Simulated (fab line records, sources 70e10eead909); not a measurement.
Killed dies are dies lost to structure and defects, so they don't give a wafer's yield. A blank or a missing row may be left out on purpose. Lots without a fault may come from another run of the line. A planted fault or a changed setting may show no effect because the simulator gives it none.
fab line records | flow nand_harc
record lots=7 wafers=21 last_day=23
route steps=1159 shown P_ZERO_WELL@16
lots that met no fault: from a run of the same line without faults
start_h: hours from the record's first day to the start of the lot's first wafer shown | wait_h: hours since the lot's step before | " the same as in the row above | L1.1+2: a row that stands for several wafers | - no value, or no start given | * or withheld: withheld | < > ~ a bound
route shown NAME@n: a module of which the file shows steps, and the number in the route of the first | usual: mean/standard deviation of fault-free wafers | same: alike in all rows | chamber/n: place in a boat | sites: the reading at each site | _std_site: their standard deviation | _edge_site: outer sites' mean less inner sites' | radius_mm: how far each site lies from the wafer's centre | mask NAME#n: copy n | behind: the tool/chamber that last shaped the wafer | hold: why the lot was held/for how many hours/how that ended | device: the transistor (n, p or np) that didn't switch | end of line: the same wafers' tests at the end of the route | a step without rows: its recipe alone | killed: dies lost to structure and defects at the first sort, not the wafer's yield | map: a wafer's dies, x killed, . not, _ none there
set.NAME: the setting as run; set.NAME@STEP: as run at that earlier step | model.NAME: the simulator's own value behind a step, which no gauge read
lots at some steps of the route; a table a step, a row a wafer
services: from which hour (start_h, from the record's first day; less than 0 if before it) a tool's chamber was out of use, for how many hours, and why
## steps
# step NHARC_P_ZERO_WELL_DESCUM_13
# recipe time_s=3 o2_flow_sccm=200 ar_flow_sccm=0 bias_power_w=0 chemistry=O2
# usual drypump_motor_current_A=5.6/0.42 oes_product_au=0.999/0.012 rf_vpp_V=57.8/0.87 showerhead_plenum_p_Torr=1.91/0.068 throttle_valve_pct=11.312/0.0087
# columns lot.wafer tool chamber start_h wait_h drypump_motor_current_A oes_product_au rf_hours_counter_h rf_vpp_V showerhead_plenum_p_Torr throttle_valve_pct
L255.2 rie_diel-13 3 25.29 - 5.9 0.986 5 57.2 1.82 11.324
L255.4 " 1 " " 4.8 1.015 6 57.8 1.93 11.318
L255.5 " 0 " " 5.3 1.007 - 57.8 1.97 11.315
L258.1 rie_diel-05 0 43.30 - 5.3 0.994 3 59.1 2.03 11.307
L258.3 " 1 " " 5.5 0.982 3 57.8 1.87 11.304
L258.5 " 0 " " 5.3 1.000 - 57.2 2.03 11.320
L267.3 rie_diel-01 3 97.29 - 5.4 1.007 7 57.1 1.92 11.311
L267.4 " 0 " " 5.2 0.981 8 59.0 1.81 11.313
L267.6 " 2 " " 6.2 1.014 - 58.3 1.98 11.316
L269.3 rie_diel-01 0 109.51 - 5.2 0.980 9 55.7 1.81 11.333
L269.4 " 1 " " 5.6 1.011 8 58.2 1.82 11.295
L269.6 " 1 " " 5.6 1.000 - 57.9 1.82 11.309
L270.1 rie_diel-13 1 115.72 - 4.8 1.022 0 58.5 1.93 11.317
L270.3 " 3 " " 5.9 1.013 0 56.9 1.81 11.300
L270.5 " 0 " " 5.3 0.991 - 58.4 1.97 11.304
L271.4 rie_diel-05 3 121.42 - 6.1 0.998 10 58.1 1.87 11.297
L271.5 " 2 " " 6.2 0.989 - 57.0 1.89 11.312
L271.6 " 3 " " 6.0 1.001 - 57.8 1.87 11.314
L272.4 rie_diel-13 0 127.40 - 5.4 0.995 1 58.6 1.97 11.334
L272.1 " 1 " " 4.8 1.025 1 57.6 1.93 11.303
L272.3 " 2 " " 5.4 0.974 1 57.2 1.98 11.327
# step NHARC_P_ZERO_WELL_ETCH_65
# recipe target_depth_a=800 overetch_a=240 time_s=87.88 ion_energy_ev=200 n2_flow_sccm=150 h2_flow_sccm=150 ar_flow_sccm=0 rf_w=400 bias_w=150 chemistry=N2/H2
# usual drypump_motor_current_A=5.6/0.42 oes_product_au=1.001/0.013 rf_vpp_V=430.3/2.2 showerhead_plenum_p_Torr=2.03/0.072 throttle_valve_pct=14.171/0.0095
# columns lot.wafer tool chamber start_h wait_h drypump_motor_current_A oes_product_au rf_hours_counter_h rf_vpp_V showerhead_plenum_p_Torr throttle_valve_pct
L255.4 rie_diel-13 1 25.38 0.1 4.8 1.022 6 430.4 2.06 14.172
L255.2 " 2 " " 5.5 0.997 6 433.6 2.11 14.176
L255.5 " 1 " " 4.8 1.021 - 431.2 2.06 14.195
L258.1 rie_diel-05 2 43.39 0.1 6.2 0.996 3 427.9 2.02 14.160
L258.3 " 3 " " 6.0 0.995 3 428.7 2.00 14.173
L258.5 " 1 " " 5.5 0.987 - 428.5 1.99 14.164
L267.3 rie_diel-01 3 97.36 0.1 5.4 1.008 7 429.4 2.04 14.147
L267.4 " 0 " " 5.2 0.988 8 427.9 1.93 14.158
L267.6 " 0 " " 5.2 0.989 - 428.3 1.93 14.176
L269.4 rie_diel-01 2 109.60 0.1 6.2 1.016 9 432.4 2.11 14.174
L269.3 " 0 " " 5.2 0.971 9 427.7 1.93 14.165
L269.6 " 2 " " 6.2 1.017 - 431.4 2.11 14.166
L270.1 rie_diel-13 1 115.80 0.1 4.8 1.028 0 430.9 2.06 14.183
L270.3 " 3 " " 5.9 1.021 0 427.7 1.93 14.176
L270.5 " 1 " " 4.8 1.027 - 432.8 2.06 14.166
L271.4 rie_diel-05 0 121.51 0.1 5.3 0.999 8 434.8 2.16 14.177
L271.6 " 2 " " 6.2 0.994 - 430.3 2.02 14.188
L271.5 " 3 " " 6.1 0.997 - 429.5 1.99 14.174
L272.1 rie_diel-13 3 127.48 0.1 5.9 1.020 1 428.2 1.93 14.176
L272.4 " 1 " " 4.8 1.024 1 430.2 2.06 14.174
L272.3 " 2 " " 5.4 0.982 1 432.7 2.11 14.183
# step NHARC_P_ZERO_WELL_ETCH_62
# recipe target_depth_a=130 time_s=6.5 chf3_flow_sccm=50 ar_flow_sccm=200 rf_w=500 bias_w=200 chemistry=CHF3/Ar
# usual drypump_motor_current_A=5.6/0.41 oes_product_au=0.964/0.017 rf_vpp_V=370.3/2 showerhead_plenum_p_Torr=2.33/0.079 throttle_valve_pct=20.215/0.0087
# columns lot.wafer tool chamber start_h wait_h drypump_motor_current_A oes_product_au rf_hours_counter_h rf_vpp_V showerhead_plenum_p_Torr throttle_valve_pct
L255.2 rie_diel-13 3 - - 5.9 0.953 5 368.0 2.23 20.207
L255.4 " 0 " " 5.4 0.959 5 371.4 2.41 20.217
L255.5 " 2 " " 5.5 0.969 - 373.3 2.42 20.213
L258.1 rie_diel-05 0 - - 5.2 0.959 3 371.8 2.47 20.210
L258.3 " 1 " " 5.5 0.973 3 368.9 2.29 20.210
L258.5 " 0 " " 5.2 0.969 - 373.1 2.47 20.217
L267.4 rie_diel-01 3 - - 5.4 0.970 8 370.4 2.35 20.213
L267.3 " 1 " " 5.7 0.949 7 368.4 2.24 20.220
L267.6 " 2 " " 6.2 0.977 - 372.1 2.42 20.218
L269.3 rie_diel-01 0 - - 5.2 0.950 9 367.5 2.23 20.212
L269.4 " 2 " " 6.2 0.988 9 372.4 2.42 20.203
L269.6 " 1 " " 5.6 0.963 - 367.6 2.23 20.224
L270.1 rie_diel-13 3 - - 5.9 0.980 0 369.8 2.23 20.224
L270.3 " 0 " " 5.3 0.965 0 372.6 2.41 20.212
L270.5 " 0 " " 5.4 0.963 - 370.2 2.41 20.226
L271.4 rie_diel-05 2 - - 6.3 0.942 9 368.6 2.32 20.204
L271.5 " 1 " " 5.5 0.947 - 368.7 2.29 20.222
L271.6 " 2 " " 6.3 0.951 - 371.8 2.32 20.215
L272.1 rie_diel-13 3 - - 5.9 0.993 1 370.1 2.23 20.203
L272.4 " 0 " " 5.4 0.962 1 373.1 2.41 20.210
L272.3 " 2 " " 5.4 0.956 1 371.2 2.42 20.213
# step NHARC_P_ZERO_WELL_ETCH_63
# recipe target_depth_a=1200 time_s=40.1 hbr_flow_sccm=150 cl2_flow_sccm=50 rf_w=400 icp_w=400 bias_w=100 chemistry=HBr/Cl2
# usual drypump_motor_current_A=5.6/0.4 oes_product_au=0.999/0.011 throttle_valve_pct=26.405/0.0087
# columns lot.wafer tool chamber start_h wait_h drypump_motor_current_A oes_product_au rf_hours_counter_h throttle_valve_pct
L255.4 rie_si-02 3 25.55 - 5.4 1.032 1.3 26.436
L255.2 " 2 " " 5.6 1.000 0.9 26.404
L255.5 " 3 " " 5.4 1.023 - 26.405
L258.3 rie_si-02 2 43.55 - 5.6 0.994 0.0 26.393
L258.1 " 0 " " 5.6 0.978 0.0 26.412
L258.5 " 3 " " 5.4 1.004 - 26.416
L267.3 rie_si-04 1 97.56 - 5.7 1.001 1.4 26.410
L267.4 " 2 " " 4.9 1.004 1.4 26.419
L267.6 " 0 " " 5.5 0.994 - 26.403
L269.4 rie_si-04 3 109.76 - 5.5 1.009 0.0 26.395
L269.3 " 2 " " 4.9 1.011 0.0 26.409
L269.6 " 3 " " 5.5 1.003 - 26.397
L270.3 rie_si-04 3 115.97 - 5.5 1.004 0.1 26.414
L270.1 " 0 " " 5.6 1.005 0.1 26.414
L270.5 " 3 " " 5.5 1.003 - 26.409
L271.4 rie_si-04 0 121.68 - 5.5 1.010 0.1 26.403
L271.5 " 3 " " 5.6 1.007 - 26.401
L271.6 " 0 " " 5.5 0.996 - 26.410
L272.4 rie_si-04 3 127.68 - 5.5 0.992 0.2 26.409
L272.1 " 0 " " 5.6 1.004 0.2 26.415
L272.3 " 1 " " 5.7 0.999 0.1 26.416
# step NHARC_P_ZERO_WELL_STRIP_15
# recipe time_s=900 temp_c=130 chemistry=SPM
# step NHARC_P_ZERO_WELL_DEHYDRATE_16
# recipe temp_c=150 time_s=120
# step NHARC_P_ZERO_WELL_HMDS_17
# recipe time_s=30
# step NHARC_P_ZERO_WELL_COAT_18
# recipe spin_rpm=withheld
# step NHARC_P_ZERO_WELL_SOFTBAKE_19
# recipe temp_c=122 time_s=95
# step NHARC_P_ZERO_WELL_EBR_20
# step NHARC_P_ZERO_WELL_EXPOSE_21
# recipe na=0.6 target_cd_nm=720 dose_mj=22.31 mask_id=P_NWELL
# step NHARC_P_ZERO_WELL_PEB_22
# recipe peb_temp_c=118 peb_time_s=85
# step NHARC_P_ZERO_WELL_DEVELOP_23
# recipe time_s=70
# usual chill_plate_temp_C=22.97/0.11 exhaust_pa=45.0/0.89
# columns lot.wafer tool chamber start_h wait_h chill_plate_temp_C exhaust_pa
L255.2 litho_track-03 0 26 - 22.88 45.3
L255.4 " 0 " " 22.85 46.6
L255.5 " 0 " " 22.90 44.7
L258.1 litho_track-07 0 44 - 22.87 45.1
L258.3 " 0 " " 23.03 45.8
L258.5 " 0 " " 22.97 44.3
L267.3 litho_track-03 0 98 - 22.99 44.6
L267.4 " 0 " " 22.95 44.0
L267.6 " 0 " " 22.97 45.1
L269.3 litho_track-07 - 110 - - -
L269.4 " - " " - -
L269.6 " - " " - -
L270.1 litho_track-02 - 116 - - -
L270.3 " - " " - -
L270.5 " - " " - -
L271.4 litho_track-02 - 122 - - -
L271.5 " - " " - -
L271.6 " - " " - -
L272.1 litho_track-02 0 128 - 22.84 45.8
L272.3 " 0 " " 23.00 45.0
L272.4 " 0 " " 23.01 45.3
# step NHARC_P_ZERO_WELL_CD_MEAS_24
# recipe target_cd_nm=720 landing_energy_ev=500
# usual cd_nm=720.4/2.6
# columns lot.wafer tool chamber start_h wait_h cd_nm
L255.2 cd_sem-02 0 26.35 - 717.4
L255.4 " 0 " " 718.4
L255.5 " 0 " " 719.6
L258.1 cd_sem-02 0 44.36 - 724.2
L258.3 " 0 " " 721.3
L258.5 " 0 " " 721.4
L267.3 cd_sem-03 0 98.34 - 720.4
L267.4 " 0 " " 717.0
L267.6 " 0 " " 717.5
L269.3 cd_sem-03 0 110.69 - 716.8
L269.4 " 0 " " 721.3
L269.6 " 0 " " 719.6
L270.1 cd_sem-02 0 116.89 - 719.8
L270.3 " 0 " " 723.3
L270.5 " 0 " " 721.0
L271.4 cd_sem-02 0 122.60 - 722.4
L271.5 " 0 " " 723.1
L271.6 " 0 " " 720.3
L272.1 cd_sem-02 0 128.62 - 718.9
L272.3 " 0 " " 716.9
L272.4 " 0 " " 720.6
## services
# columns tool chamber start_h hours kind
rie_diel-13 0 4.50 - clean
rie_diel-13 1 4.50 - clean
rie_diel-13 2 4.50 - clean
rie_diel-13 3 4.50 - clean
litho_track-07 - 14.00 7.0 pm
rie_diel-13 0 29.00 - clean
rie_diel-13 1 29.00 - clean
rie_diel-13 2 29.00 - clean
rie_diel-13 3 29.00 - clean
rie_si-02 - 34.00 9.0 pm
rie_diel-01 3 37.19 8.3 repair
rie_si-04 3 37.27 7.7 repair
litho_track-03 - 38.00 7.0 pm
rie_diel-13 0 53.66 - clean
rie_diel-13 1 53.66 - clean
rie_diel-05 2 54.48 1.3 repair
rie_diel-01 - 54.83 0.2 repair
rie_diel-05 0 55.21 6.9 repair
rie_diel-01 1 66.00 7.6 repair
rie_diel-13 1 73.78 11.3 repair
rie_diel-13 3 88.34 9.8 repair
rie_diel-05 0 96.03 2.9 repair
rie_diel-13 - 99.00 9.0 pm
rie_si-04 - 99.00 9.0 pm
## key
first_sign step=NHARC_P_ZERO_WELL_DEVELOP_23 reading=tool_record direction=missing
effect none on later readings
met_at NHARC_P_ZERO_WELL_DEVELOP_23
struck_wafers L269.3,L269.4,L269.6,L270.1,L270.3,L270.5,L271.4,L271.5,L271.6
sort_left_out L269.3,L269.4,L269.6,L270.1,L270.3,L270.5,L271.4,L271.5,L271.6
tester_left_out L269,L270,L271
onset_between 44 110
fault kind=skipped_step_whole tool=litho_track-02,litho_track-07 chamber=- onset_h=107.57 steps=NHARC_P_ZERO_WELL_DEVELOP_23 scope=struck_lots_only
# tester_left_out: of these lots the tester's yield and bins aren't shown, on N5 and GAA mostly nor the transistor test; their killed dies are dies lost to structure and defects alone, not to doping, threshold or leakage, so they don't give the yield
# sort_left_out: the simulated sort isn't trusted on such a fault, so these wafers' sort isn't shown, and their yield isn't known
